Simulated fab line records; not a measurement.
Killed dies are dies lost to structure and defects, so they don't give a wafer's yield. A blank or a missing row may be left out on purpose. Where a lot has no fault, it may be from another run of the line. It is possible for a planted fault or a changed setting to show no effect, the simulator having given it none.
Chamber matching | flow n5-finfet | N5_BEOL_M2_ALD_84 on ald-metal-01: 4 sister chambers
The step deposits TaN, pulse time 2 s, purge time 3 s, co reactant purge time 2 s. 4 wafers are shown with their chamber, then 8 later ones without.

WAFERS, EACH WITH ITS CHAMBER
wafer  | chamber | heater-power-w (W)
L085.2 | 1       | 386
L089.5 | 0       | 509
L089.6 | 3       | 437
L091.2 | 2       | 484

WAFERS WITHOUT THEIR CHAMBER
wafer  | heater-power-w (W)
L091.5 | 387
L091.6 | 481
L095.2 | 455
L095.4 | 387
L095.5 | 470
L097.3 | 517
L097.4 | 435
L097.6 | 390

EACH ONE'S CHAMBER
wafer  | from the rows above     | in truth
L091.5 | 1                       | 1
L091.6 | 2                       | 2
L095.2 | can't be placed: 3 or 2 | 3
L095.4 | 1                       | 1
L095.5 | 2                       | 2
L097.3 | 0                       | 0
L097.4 | 3                       | 3
L097.6 | 1                       | 1
Correct placement for 7 of the 8. These rows do not allow placing 1 (true chamber among the candidates in 1). Number placed wrongly: 0.
How it was worked out, from the rows above alone: a wafer's distance from a chamber is the root of the sum, over the readings, of the square of ((its reading less the chamber's mean) divided by the reading's scatter). If the next closest chamber is less than 2 further off than the closest, the wafer can't be placed; otherwise it belongs to the closest. The mean given for a chamber averages the wafers shown for that chamber. The scatter: with one shown wafer a chamber, the root of the mean of the squares of how far each hidden wafer lies from its nearest shown one.
